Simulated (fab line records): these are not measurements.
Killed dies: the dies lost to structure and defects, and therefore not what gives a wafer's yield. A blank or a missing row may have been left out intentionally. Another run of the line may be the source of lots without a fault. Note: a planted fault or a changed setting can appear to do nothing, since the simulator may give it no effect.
What tool caused it?	flow n5Finfet	24 lots, 72 wafers sampled, at 2 steps of a route of 1938

== WHAT THE GAUGES SHOWED, per wafer ==
N5_FIN_SAQP_OVL_MEAS_17.
lot	measured	on	FIN_CORE_OVL (nm)
L074	day 1 22:55	overlay-01	0.4 -0.9 -0.8
L075	day 2 03:32	overlay-01	1.6 0.6 1.0
L076	day 2 09:44	overlay-01	-0.1 0.6 -1.4
L077	day 2 15:20	overlay-02	0.7 -0.3 1.3
L078	day 2 21:53	overlay-02	0.3 0.0 1.0
L079	day 3 03:17	overlay-01	0.6 -0.6 0.7
L080	day 3 09:49	overlay-01	0.3 0.1 -0.7
L081	day 3 16:26	overlay-02	-0.5 -0.4 0.0
L082	day 3 22:03	overlay-02	-0.3 -1.1 -0.4
L083	day 4 04:46	overlay-02	-0.1 -1.6 -0.9
L084	day 4 10:51	overlay-01	-0.6 0.0 0.8
L085	day 4 16:17	overlay-01	0.5 -0.5 -0.5
L086	day 5 00:41	overlay-01	1.8 -1.0 -0.1
L087	day 5 06:19	overlay-02	-0.5 -0.7 -0.6
L088	day 5 09:31	overlay-02	0.0 -0.4 1.3
L089	day 5 16:12	overlay-01	0.7 1.3 0.2
L090	day 5 22:20	overlay-02	0.3 -0.6 0.5
L091	day 6 04:01	overlay-02	-0.6 -0.5 -0.5
L092	day 6 09:34	overlay-01	-0.2 0.9 0.0
L093	day 6 15:39	overlay-01	0.2 0.5 -0.3
L094	day 6 21:52	overlay-02	0.7 0.6 -0.9
L095	day 7 04:21	overlay-01	1.9 1.1 0.8
L096	day 7 10:26	overlay-02	-1.2 -1.4 -1.6
L097	day 7 15:38	overlay-01	0.8 -0.8 0.4

== TOOL THAT RAN EACH LOT (tool first, then ch and the chambers of the sampled wafers, then the start) ==
lot	N5_FIN_SAQP_HM_DEP_03
L074	pecvd-01 ch 0,1, day 1 22:05
L075	pecvd-01 ch 0,1, day 2 02:42
L076	pecvd-02 ch 0,2, day 2 08:50
L077	pecvd-02 ch 1,2, day 2 14:31
L078	pecvd-04 ch 0,2, day 2 21:01
L079	pecvd-04 ch 1,2, day 3 02:36
L080	pecvd-02 ch 0,1,2, day 3 09:00
L081	pecvd-04 ch 1,2, day 3 15:37
L082	pecvd-01 ch 1,2, day 3 21:12
L083	pecvd-04 ch 1,2, day 4 03:53
L084	pecvd-04 ch 1,2, day 4 09:55
L085	pecvd-04 ch 0,1, day 4 15:26
L086	pecvd-04 ch 0,1, day 4 23:53
L087	pecvd-01 ch 0,1, day 5 05:30
L088	pecvd-04 ch 1,2, day 5 08:42
L089	pecvd-04 ch 0,1, day 5 15:30
L090	pecvd-01 ch 0,2, day 5 21:31
L091	pecvd-04 ch 0,1, day 6 03:11
L092	pecvd-01 ch 0,1, day 6 08:52
L093	pecvd-02 ch 0,1,2, day 6 14:50
L094	pecvd-04 ch 1,2, day 6 21:02
L095	pecvd-04 ch 0,2, day 7 03:40
L096	pecvd-04 ch 0,1, day 7 09:37
L097	pecvd-04 ch 0,2, day 7 14:56
- N5_FIN_SAQP_HM_DEP_03: deposits SiNx from SiH4/NH3/N2, target thk 38 nm, time 33.6 s.

== WHAT THE TOOLS THEMSELVES READ (means of the sampled wafers that have a number; where no wafer has one, the mark that the record gives instead) ==
N5_FIN_SAQP_HM_DEP_03.
lot	tool	heaterPowerW (W)	showerheadPlenumPTorr (Torr)	throttleValvePct (%)
L074	pecvd-01	781	5.21	39.2
L075	pecvd-01	752	5.21	39.1
L076	pecvd-02	758	5.16	39.9
L077	pecvd-02	800	5.14	39.1
L078	pecvd-04	992	5.13	39.9
L079	pecvd-04	860	5.06	41.6
L080	pecvd-02	828	5.14	40.1
L081	pecvd-04	913	5.11	40.6
L082	pecvd-01	645	5.21	37.1
L083	pecvd-04	816	5.06	41.5
L084	pecvd-04	903	5.06	41.4
L085	pecvd-04	908	5.03	41.3
L086	pecvd-04	874	5.03	41.2
L087	pecvd-01	757	5.17	40.4
L088	pecvd-04	824	5.07	41.6
L089	pecvd-04	955	5.06	40.4
L090	pecvd-01	655	5.13	40.1
L091	pecvd-04	951	5.03	41.3
L092	pecvd-01	775	5.17	40.6
L093	pecvd-02	799	5.13	40.6
L094	pecvd-04	766	5.05	41.4
L095	pecvd-04	995	5.10	39.9
L096	pecvd-04	913	5.06	40.6
L097	pecvd-04	973	5.14	40.0

== THE ANSWER, worked out from the rows above alone ==
Rule: the lots themselves supply what counts as usual. Put in order of their means at a reading, lots are off if they are a third of the lots or fewer, leave a main group of 4 or more, and stand apart from it by a gap of 3 or more times the standard deviation of the main group's means; of several such gaps the widest counts. A main group whose means are all the same, to the digits that the tables above print for the reading, isn't used. Also off: a lot with no number at a reading for which 4 or more lots have one. The other lots that the step has rows for count as sound. Order of review: gauges by route order, followed by the tools' own readings, for which a lot's mean as printed above is used. The first step at which some lot is off is used, and at that step the reading that is off furthest; a lot without a number counts as furthest.
None of the lots is off at any reading shown; this tells nothing.

== WHAT WAS PUT IN BY THE SIMULATOR ==
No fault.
